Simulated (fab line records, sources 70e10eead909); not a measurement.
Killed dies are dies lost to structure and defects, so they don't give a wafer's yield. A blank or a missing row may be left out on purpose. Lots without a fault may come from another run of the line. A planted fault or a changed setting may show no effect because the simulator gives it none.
fab line records | flow nand_harc | part 1 of 2: steps 1 to 22 of 33
record lots=5 wafers=15 last_day=32
route steps=1302 shown P_BONDPAD@352
lots that met no fault: from a run of the same line without faults
start_h: hours from the record's first day to the start of the lot's first wafer shown | wait_h: hours since the lot's step before | " the same as in the row above | L1.1+2: a row that stands for several wafers | - no value, or no start given | * or withheld: withheld | < > ~ a bound
route shown NAME@n: a module of which the file shows steps, and the number in the route of the first | usual: mean/standard deviation of fault-free wafers | same: alike in all rows | chamber/n: place in a boat | sites: the reading at each site | _std_site: their standard deviation | _edge_site: outer sites' mean less inner sites' | radius_mm: how far each site lies from the wafer's centre | mask NAME#n: copy n | behind: the tool/chamber that last shaped the wafer | hold: why the lot was held/for how many hours/how that ended | device: the transistor (n, p or np) that didn't switch | end of line: the same wafers' tests at the end of the route | a step without rows: its recipe alone | killed: dies lost to structure and defects at the first sort, not the wafer's yield | map: a wafer's dies, x killed, . not, _ none there
set.NAME: the setting as run; set.NAME@STEP: as run at that earlier step | model.NAME: the simulator's own value behind a step, which no gauge read
lots at some steps of the route; a table a step, a row a wafer
services: from which hour (start_h, from the record's first day; less than 0 if before it) a tool's chamber was out of use, for how many hours, and why
## steps
# step NHARC_P_BONDPAD_CMP_32
# recipe target_thk_nm=200 material=SiCN
# usual motor_current_A=12.5/1.4
# columns lot.wafer tool chamber start_h wait_h motor_current_A
L079.1 cmp-03 1 185.28 - 12.0
L079.2 " 2 " " 12.3
L079.4 " 0 " " 12.6
L080.2 cmp-04 3 190.34 - 12.4
L080.3 " 1 " " 10.6
L080.6 " 0 " " 12.2
L081.1 cmp-04 2 208.68 - 12.2
L081.2 " 1 " " 11.0
L081.6 " 3 " " 13.3
L088.1 cmp-03 3 278.19 - 15.4
L088.3 " 0 " " 12.8
L088.2 " 2 " " 11.7
L093.2 cmp-03 1 323.57 - 13.1
L093.4 " 2 " " 11.5
L093.3 " 0 " " 12.0
# step NHARC_P_BONDPAD_THK_MEAS_33
# recipe thk_meas_gauge=ellipsometry
# usual thk_nm=200.1/1.4
# columns lot.wafer tool chamber start_h wait_h thk_nm
L079.1 film_metro-02 - 185.53 0.2 201.1
L079.2 " - " " 198.7
L079.4 " - " " 195.9
L080.2 film_metro-01 - 190.60 0.2 201.6
L080.3 " - " " 198.7
L080.6 " - " " 200.1
L081.1 film_metro-02 - 208.93 0.2 201.5
L081.2 " - " " 198.5
L081.6 " - " " 203.7
L088.1 film_metro-01 - 278.44 0.2 200.1
L088.2 " - " " 199.5
L088.3 " - " " 198.9
L093.2 film_metro-01 - 323.82 0.2 200.4
L093.3 " - " " 199.8
L093.4 " - " " 202.9
# step NHARC_P_BONDPAD_SRD_34
# columns lot.wafer tool chamber start_h wait_h
L079.1+2+4 wet_bench-08 4,6,7 185.58 0.0
L080.2+3+6 wet_bench-08 0,1,2 190.64 0.0
L081.1+2+6 wet_bench-08 3,7,0 208.97 0.0
L088.1+2+3 wet_bench-08 2,3,4 278.48 0.0
L093.3+2+4 wet_bench-10 6,7,3 323.86 0.0
# step NHARC_P_BONDPAD_DEHYDRATE_01
# recipe temp_c=150 time_s=120
# usual chill_plate_temp_C=23.04/0.13
# columns lot.wafer tool chamber start_h wait_h chill_plate_temp_C
L079.1 litho_track-03 0 185.65 0.1 22.72
L079.2 " 0 " " 23.01
L079.4 " 0 " " 22.84
L080.2 litho_track-02 0 190.76 0.1 23.02
L080.3 " 0 " " 23.02
L080.6 " 0 " " 23.06
L081.1 litho_track-03 0 209.06 0.1 22.70
L081.2 " 0 " " 22.96
L081.6 " 0 " " 22.77
L088.1 litho_track-05 0 278.56 0.1 23.13
L088.2 " 0 " " 23.23
L088.3 " 0 " " 23.12
L093.2 litho_track-05 0 323.95 0.1 23.10
L093.3 " 0 " " 22.98
L093.4 " 0 " " 22.94
# step NHARC_P_BONDPAD_HMDS_02
# recipe time_s=30
# usual chill_plate_temp_C=23.00/0.091
# columns lot.wafer tool chamber start_h wait_h chill_plate_temp_C
L079.1 litho_track-03 0 - - 23.09
L079.2 " 0 " " 22.98
L079.4 " 0 " " 23.16
L080.2 litho_track-02 0 - - 22.89
L080.3 " 0 " " 22.92
L080.6 " 0 " " 22.93
L081.1 litho_track-03 0 - - 23.22
L081.2 " 0 " " 23.24
L081.6 " 0 " " 23.14
L088.1 litho_track-05 0 - - 22.88
L088.2 " 0 " " 22.95
L088.3 " 0 " " 22.96
L093.2 litho_track-05 0 - - 23.05
L093.3 " 0 " " 23.05
L093.4 " 0 " " 22.94
# step NHARC_P_BONDPAD_COAT_36
# recipe temp_c=200 time_s=65
# usual chill_plate_temp_C=23.01/0.099
# columns lot.wafer tool chamber start_h wait_h chill_plate_temp_C
L079.1 litho_track-03 0 - - 23.11
L079.2 " 0 " " 23.00
L079.4 " 0 " " 23.08
L080.2 litho_track-02 0 - - 23.12
L080.3 " 0 " " 22.96
L080.6 " 0 " " 23.03
L081.1 litho_track-03 0 - - 23.05
L081.2 " 0 " " 23.32
L081.6 " 0 " " 23.10
L088.1 litho_track-05 0 - - 22.97
L088.2 " 0 " " 22.92
L088.3 " 0 " " 22.97
L093.2 litho_track-05 0 - - 23.01
L093.3 " 0 " " 23.17
L093.4 " 0 " " 23.06
# step NHARC_P_BONDPAD_COAT_03
# recipe spin_rpm=2000 resist_thk_nm=600
# usual chill_plate_temp_C=23.02/0.095
# columns lot.wafer tool chamber start_h wait_h chill_plate_temp_C
L079.1 litho_track-03 0 - - 23.11
L079.2 " 0 " " 23.00
L079.4 " 0 " " 23.05
L080.2 litho_track-02 0 - - 23.04
L080.3 " 0 " " 22.90
L080.6 " 0 " " 22.91
L081.1 litho_track-03 0 - - 23.09
L081.2 " 0 " " 23.01
L081.6 " 0 " " 23.18
L088.1 litho_track-05 0 - - 23.07
L088.2 " 0 " " 23.08
L088.3 " 0 " " 23.03
L093.2 litho_track-05 0 - - 23.01
L093.3 " 0 " " 23.25
L093.4 " 0 " " 23.04
# step NHARC_P_BONDPAD_SOFTBAKE_04
# recipe temp_c=125 time_s=70
# usual chill_plate_temp_C=23.01/0.11
# columns lot.wafer tool chamber start_h wait_h chill_plate_temp_C
L079.1 litho_track-03 0 - - 22.86
L079.2 " 0 " " 22.94
L079.4 " 0 " " 22.97
L080.2 litho_track-02 0 - - 23.17
L080.3 " 0 " " 22.97
L080.6 " 0 " " 23.04
L081.1 litho_track-03 0 - - 22.94
L081.2 " 0 " " 22.98
L081.6 " 0 " " 22.90
L088.1 litho_track-05 0 - - 22.80
L088.2 " 0 " " 22.90
L088.3 " 0 " " 22.92
L093.2 litho_track-05 0 - - 22.83
L093.3 " 0 " " 22.97
L093.4 " 0 " " 22.89
# step NHARC_P_BONDPAD_EBR_05
# usual chill_plate_temp_C=23.01/0.096
# columns lot.wafer tool chamber start_h wait_h chill_plate_temp_C
L079.1 litho_track-03 0 - - 23.15
L079.2 " 0 " " 23.09
L079.4 " 0 " " 23.10
L080.2 litho_track-02 0 - - 23.10
L080.3 " 0 " " 23.04
L080.6 " 0 " " 23.13
L081.1 litho_track-03 0 - - 23.09
L081.2 " 0 " " 23.11
L081.6 " 0 " " 22.84
L088.1 litho_track-05 0 - - 22.90
L088.2 " 0 " " 22.79
L088.3 " 0 " " 22.91
L093.2 litho_track-05 0 - - 22.80
L093.3 " 0 " " 23.00
L093.4 " 0 " " 22.87
# step NHARC_P_BONDPAD_EXPOSE_06
# recipe na=0.55 dose_mj=37.06 mask_id=P_BPAD
# usual reticle_temp_C=22.97/0.1
# columns lot.wafer tool chamber start_h wait_h mask reticle_temp_C
L079.1 krf_scanner-03 0 185.81 - P_BPAD#0 23.15
L079.2 " 0 " " P_BPAD#0 23.05
L079.4 " 0 " " P_BPAD#0 22.93
L080.2 krf_scanner-03 0 190.92 - P_BPAD#0 22.88
L080.3 " 0 " " P_BPAD#0 22.98
L080.6 " 0 " " P_BPAD#0 22.91
L081.1 krf_scanner-04 0 209.35 - P_BPAD#0 22.84
L081.2 " 0 " " P_BPAD#0 22.77
L081.6 " 0 " " P_BPAD#0 22.93
L088.1 krf_scanner-03 0 278.85 - P_BPAD#0 22.86
L088.2 " 0 " " P_BPAD#0 22.85
L088.3 " 0 " " P_BPAD#0 22.79
L093.2 krf_scanner-04 0 324.24 - P_BPAD#0 22.92
L093.3 " 0 " " P_BPAD#0 22.77
L093.4 " 0 " " P_BPAD#0 23.00
# step NHARC_P_BONDPAD_PEB_07
# recipe peb_temp_c=128 peb_time_s=80
# usual chill_plate_temp_C=22.99/0.11
# columns lot.wafer tool chamber start_h wait_h chill_plate_temp_C
L079.1 litho_track-05 0 185.88 0.1 22.92
L079.2 " 0 " " 22.95
L079.4 " 0 " " 22.93
L080.2 litho_track-03 0 190.99 0.1 23.12
L080.3 " 0 " " 23.12
L080.6 " 0 " " 23.16
L081.1 litho_track-05 0 209.41 0.1 22.86
L081.2 " 0 " " 22.76
L081.6 " 0 " " 22.88
L088.1 litho_track-05 0 278.92 0.1 23.09
L088.2 " 0 " " 23.00
L088.3 " 0 " " 23.19
L093.2 litho_track-03 0 324.30 0.1 22.98
L093.3 " 0 " " 22.89
L093.4 " 0 " " 22.88
# step NHARC_P_BONDPAD_DEVELOP_08
# recipe time_s=50 dev_temp_c=22
# usual chill_plate_temp_C=23.00/0.1
# columns lot.wafer tool chamber start_h wait_h chill_plate_temp_C
L079.1 litho_track-05 0 - - 22.96
L079.2 " 0 " " 22.92
L079.4 " 0 " " 22.81
L080.2 litho_track-03 0 - - 22.88
L080.3 " 0 " " 22.82
L080.6 " 0 " " 22.75
L081.1 litho_track-05 0 - - 23.00
L081.2 " 0 " " 23.02
L081.6 " 0 " " 23.05
L088.1 litho_track-05 0 - - 22.98
L088.2 " 0 " " 23.05
L088.3 " 0 " " 23.00
L093.2 litho_track-03 0 - - 23.17
L093.3 " 0 " " 23.00
L093.4 " 0 " " 22.84
# step NHARC_P_BONDPAD_CD_MEAS_09
# recipe target_cd_nm=500 landing_energy_ev=500
# usual cd_nm=500.3/1.5
# columns lot.wafer tool chamber start_h wait_h cd_nm
L079.1 cd_sem-01 0 185.96 - 500.1
L079.2 " 0 " " 498.9
L079.4 " 0 " " 498.5
L080.2 cd_sem-02 0 191.08 - 501.7
L080.3 " 0 " " 499.8
L080.6 " 0 " " 498.7
L081.1 cd_sem-03 0 209.50 - 497.7
L081.2 " 0 " " 499.0
L081.6 " 0 " " 500.6
L088.1 cd_sem-02 0 279.00 - 501.3
L088.2 " 0 " " 501.7
L088.3 " 0 " " 500.3
L093.2 cd_sem-01 0 324.39 - 501.0
L093.3 " 0 " " 502.3
L093.4 " 0 " " 501.6
# step NHARC_P_BONDPAD_OVL_MEAS_38
# usual overlay_x_nm=-2/5.4 overlay_y_nm=1/8.4
# columns lot.wafer tool chamber start_h wait_h overlay_x_nm overlay_y_nm
L079.1 overlay-02 - 186.05 - 0 7
L079.2 " - " " 0 7
L079.4 " - " " 0 7
L080.2 overlay-01 - 191.16 - -3 -2
L080.3 " - " " -3 -2
L080.6 " - " " -3 -2
L081.1 overlay-01 - 209.59 - -8 6
L081.2 " - " " -7 6
L081.6 " - " " -8 6
L088.1 overlay-01 - 279.09 - -2 2
L088.2 " - " " -2 1
L088.3 " - " " -2 2
L093.2 overlay-02 - 324.47 - 7 3
L093.3 " - " " 7 3
L093.4 " - " " 7 3
# step NHARC_P_BONDPAD_HARDBAKE_10
# recipe temp_c=118 time_s=65
# usual chill_plate_temp_C=22.99/0.11
# columns lot.wafer tool chamber start_h wait_h chill_plate_temp_C
L079.1 litho_track-03 0 186.10 0.0 23.12
L079.2 " 0 " " 23.06
L079.4 " 0 " " 23.09
L080.2 litho_track-02 0 191.21 0.0 23.06
L080.3 " 0 " " 22.95
L080.6 " 0 " " 23.00
L081.1 litho_track-02 0 209.63 0.0 23.03
L081.2 " 0 " " 22.88
L081.6 " 0 " " 22.81
L088.1 litho_track-02 0 279.14 0.0 22.99
L088.2 " 0 " " 23.15
L088.3 " 0 " " 22.94
L093.2 litho_track-05 0 324.52 0.0 22.88
L093.3 " 0 " " 23.04
L093.4 " 0 " " 22.87
# step NHARC_P_BONDPAD_DESCUM_11
# recipe time_s=3 o2_flow_sccm=200 ar_flow_sccm=0 bias_power_w=0 chemistry=O2
# usual drypump_motor_current_A=5.9/0.46 oes_product_au=0.999/0.0078 rf_vpp_V=57.6/0.93 showerhead_plenum_p_Torr=1.89/0.079 throttle_valve_pct=11.312/0.009
# same bias_power_w=0
# columns lot.wafer tool chamber start_h wait_h drypump_motor_current_A oes_product_au rf_hours_counter_h rf_vpp_V showerhead_plenum_p_Torr throttle_valve_pct
L079.4 rie_diel-09 1 186.18 - 6.2 1.003 1.8 58.8 2.06 11.318
L079.2 " 2 " " 5.9 1.000 1.9 58.4 1.91 11.300
L079.1 " 3 " " 4.9 1.001 2.0 58.7 1.84 11.305
L080.3 rie_diel-09 3 191.30 - 4.9 0.997 2.2 57.2 1.84 11.311
L080.2 " 1 " " 6.2 0.997 1.9 57.6 2.06 11.290
L080.6 " 2 " " 5.9 0.995 - 57.2 1.91 11.302
L081.2 rie_diel-08 3 209.72 - 6.2 0.996 0.5 57.8 1.84 11.304
L081.1 " 1 " " 6.1 1.002 0.4 55.2 1.83 11.303
L081.6 " 1 " " 6.1 1.007 - 56.1 1.83 11.323
L088.1 rie_diel-08 2 279.21 - 5.9 0.981 1.9 56.5 1.89 11.323
L088.3 " 3 " " 6.2 0.986 1.9 57.7 1.84 11.295
L088.2 " 1 " " 6.1 0.996 1.6 57.6 1.83 11.314
L093.2 rie_diel-08 3 324.60 - 6.2 0.996 3.2 57.2 1.84 11.317
L093.4 " 0 " " 5.6 0.989 3.0 57.0 1.99 11.313
L093.3 " 1 " " 6.1 0.995 3.0 57.4 1.83 11.315
# step NHARC_P_BONDPAD_ETCH_37
# recipe target_depth_a=600 overetch_a=180 time_s=65.91 ion_energy_ev=200 n2_flow_sccm=150 h2_flow_sccm=150 ar_flow_sccm=0 rf_w=400 bias_w=150 chemistry=N2/H2
# usual drypump_motor_current_A=5.9/0.46 oes_product_au=1.000/0.0079 rf_vpp_V=429.9/2.5 showerhead_plenum_p_Torr=2.02/0.09 throttle_valve_pct=14.172/0.0072
# columns lot.wafer tool chamber start_h wait_h drypump_motor_current_A oes_product_au rf_hours_counter_h rf_vpp_V showerhead_plenum_p_Torr throttle_valve_pct
L079.2 rie_diel-09 2 186.26 0.1 5.9 0.998 1.9 429.4 2.04 14.182
L079.4 " 0 " " 5.0 1.010 2.0 428.3 1.96 14.156
L079.1 " 1 " " 6.2 1.000 1.8 436.6 2.20 14.176
L080.3 rie_diel-09 1 191.38 0.1 6.2 0.994 1.9 433.5 2.20 14.172
L080.2 " 3 " " 4.9 1.000 2.2 427.8 1.96 14.169
L080.6 " 1 " " 6.2 0.996 - 435.0 2.20 14.179
L081.1 rie_diel-08 3 209.82 0.1 6.2 1.007 0.5 427.2 1.96 14.162
L081.2 " 1 " " 6.1 1.001 0.4 429.1 1.95 14.188
L081.6 " 2 " " 5.9 0.993 - 429.8 2.01 14.171
L088.2 rie_diel-08 1 279.30 0.1 6.1 1.003 1.6 426.8 1.95 14.177
L088.3 " 2 " " 5.9 0.995 1.9 429.6 2.01 14.157
L088.1 " 3 " " 6.2 0.988 2.0 428.1 1.95 14.172
L093.2 rie_diel-08 0 324.68 0.1 5.6 0.998 3.0 433.1 2.13 14.168
L093.4 " 1 " " 6.1 0.996 3.0 427.9 1.95 14.159
L093.3 " 3 " " 6.2 1.011 3.2 428.6 1.95 14.182
# step NHARC_P_BONDPAD_ETCH_12
# recipe target_depth_a=2000 time_s=100 chf3_flow_sccm=50 o2_flow_sccm=10 ar_flow_sccm=200 rf_w=500 bias_w=200 chemistry=CHF3/O2
# usual drypump_motor_current_A=5.9/0.46 oes_product_au=0.942/0.021 rf_vpp_V=370.1/2.2 showerhead_plenum_p_Torr=2.38/0.098 throttle_valve_pct=20.573/0.0093
# columns lot.wafer tool chamber start_h wait_h drypump_motor_current_A oes_product_au rf_hours_counter_h rf_vpp_V showerhead_plenum_p_Torr throttle_valve_pct
L079.1 rie_diel-09 3 - - 4.9 0.909 2.1 368.5 2.31 20.578
L079.2 " 0 " " 5.0 0.921 2.0 369.0 2.31 20.570
L079.4 " 1 " " 6.2 0.913 1.9 374.8 2.58 20.555
L080.3 rie_diel-09 0 - - 5.0 0.981 2.1 368.4 2.31 20.574
L080.2 " 3 " " 4.9 0.959 2.2 368.9 2.31 20.571
L080.6 " 0 " " 5.0 0.982 - 369.5 2.31 20.567
L081.1 rie_diel-08 1 - - 6.1 0.951 0.4 367.6 2.30 20.577
L081.2 " 3 " " 6.2 0.961 0.5 369.0 2.31 20.575
L081.6 " 2 " " 5.9 0.950 - 371.2 2.37 20.575
L088.2 rie_diel-08 3 - - 6.2 0.919 2.0 368.1 2.31 20.565
L088.3 " 0 " " 5.6 0.927 1.8 373.3 2.50 20.566
L088.1 " 1 " " 6.1 0.933 1.7 367.8 2.30 20.569
L093.3 rie_diel-08 3 - - 6.2 0.926 3.2 368.6 2.31 20.578
L093.4 " 0 " " 5.6 0.928 3.0 373.4 2.50 20.576
L093.2 " 2 " " 5.9 0.918 3.1 371.0 2.37 20.582
# step NHARC_P_BONDPAD_CD_MEAS_13
# usual cd_nm=499.9/1.5
# columns lot.wafer tool chamber start_h wait_h cd_nm
L079.1 cd_sem-02 - 186.49 - 500.3
L079.2 " - " " 498.5
L079.4 " - " " 497.6
L080.2 cd_sem-02 - 191.60 - 501.1
L080.3 " - " " 500.3
L080.6 " - " " 498.8
L081.1 cd_sem-02 - 210.07 - 497.5
L081.2 " - " " 499.1
L081.6 " - " " 500.4
L088.1 cd_sem-02 - 279.53 - 501.7
L088.2 " - " " 500.9
L088.3 " - " " 500.3
L093.2 cd_sem-01 - 324.91 - 499.5
L093.3 " - " " 502.1
L093.4 " - " " 501.2
# step NHARC_P_BONDPAD_STRIP_15
# recipe o2_flow_sccm=500 ar_flow_sccm=0 bias_w=0 chemistry=O2
# usual drypump_motor_current_A=5.9/0.47 oes_product_au=0.999/0.0071 rf_vpp_V=57.6/0.95 showerhead_plenum_p_Torr=3.49/0.14 throttle_valve_pct=17.037/0.0095
# columns lot.wafer tool chamber start_h wait_h drypump_motor_current_A oes_product_au rf_hours_counter_h rf_vpp_V showerhead_plenum_p_Torr throttle_valve_pct
L079.1 rie_diel-08 2 186.57 0.1 5.9 0.999 4.1 56.4 3.49 17.025
L079.2 " 0 " " 5.6 1.000 3.9 58.1 3.67 17.044
L079.4 " 1 " " 6.1 1.001 3.9 57.8 3.39 17.037
L080.2 rie_diel-06 2 191.67 0.1 6.6 0.992 3.2 57.3 3.32 17.049
L080.3 " 0 " " 5.8 0.990 3.2 58.9 3.67 17.032
L080.6 " 3 " " 6.5 1.006 - 56.8 3.35 17.039
L081.2 rie_diel-09 3 210.18 0.1 4.9 0.998 3.9 57.3 3.40 17.034
L081.1 " 0 " " 5.0 0.996 3.5 57.0 3.40 17.046
L081.6 " 1 " " 6.2 0.989 - 59.2 3.78 17.039
L088.3 rie_diel-09 0 279.60 0.1 5.0 1.018 7.6 58.4 3.40 17.023
L088.1 " 2 " " 5.9 1.008 7.6 58.1 3.52 17.051
L088.2 " 3 " " 4.9 1.002 8.0 58.0 3.39 17.020
L093.4 rie_diel-08 3 324.99 0.1 6.2 0.999 3.3 56.7 3.39 17.036
L093.3 " 0 " " 5.6 0.984 3.1 59.3 3.67 17.032
L093.2 " 1 " " 6.1 1.000 3.1 58.1 3.39 17.045
# step NHARC_P_BONDPAD_ETCH_24
# recipe target_depth_a=300 over_etch_frac=0.3 time_s=72.99 ion_energy_ev=150 cf4_flow_sccm=50 n2_flow_sccm=100 ar_flow_sccm=150 rf_w=300 bias_w=100 chemistry=CF4/N2
# usual drypump_motor_current_A=5.8/0.47 oes_product_au=0.999/0.0068 rf_vpp_V=313.7/2 showerhead_plenum_p_Torr=2.60/0.1 throttle_valve_pct=19.793/0.0089
# columns lot.wafer tool chamber start_h wait_h drypump_motor_current_A oes_product_au rf_hours_counter_h rf_vpp_V showerhead_plenum_p_Torr throttle_valve_pct
L079.1 rie_diel-08 0 - - 5.6 0.998 4.0 313.4 2.73 19.795
L079.2 " 1 " " 6.1 0.997 3.9 311.6 2.52 19.801
L079.4 " 3 " " 6.2 1.011 4.2 312.6 2.53 19.794
L080.3 rie_diel-06 3 - - 6.5 0.995 3.9 312.3 2.49 19.789
L080.2 " 2 " " 6.6 0.980 3.2 310.2 2.46 19.804
L080.6 " 0 " " 5.8 0.993 - 316.0 2.73 19.787
L081.2 rie_diel-09 1 - - 6.2 1.001 3.6 318.9 2.82 19.788
L081.1 " 2 " " 6.0 0.993 4.0 315.2 2.62 19.806
L081.6 " 3 " " 4.9 1.000 - 313.1 2.53 19.798
L088.1 rie_diel-09 2 - - 5.9 0.993 7.6 313.2 2.62 19.786
L088.2 " 3 " " 4.9 0.996 8.0 313.0 2.52 19.798
L088.3 " 0 " " 5.0 1.010 7.6 311.6 2.53 19.789
L093.3 rie_diel-08 0 - - 5.6 0.993 3.1 316.7 2.73 19.784
L093.4 " 1 " " 6.1 1.006 3.1 312.1 2.52 19.784
L093.2 " 3 " " 6.2 1.010 3.3 313.2 2.52 19.805
# step NHARC_P_BONDPAD_STRIP_16
# recipe time_s=600 temp_c=30 chemistry=post_etch_residue_remover
# columns lot.wafer tool chamber start_h wait_h
L079.2+4+1 wet_bench-08 1,2,3 186.87 -
L080.3+6+2 wet_bench-08 0,1,4 192.12 -
L081.6+2+1 wet_bench-10 0,1,3 210.43 -
L088.1+2+3 wet_bench-08 2,3,6 279.88 -
L093.2+3+4 wet_bench-08 1,5,6 325.27 -
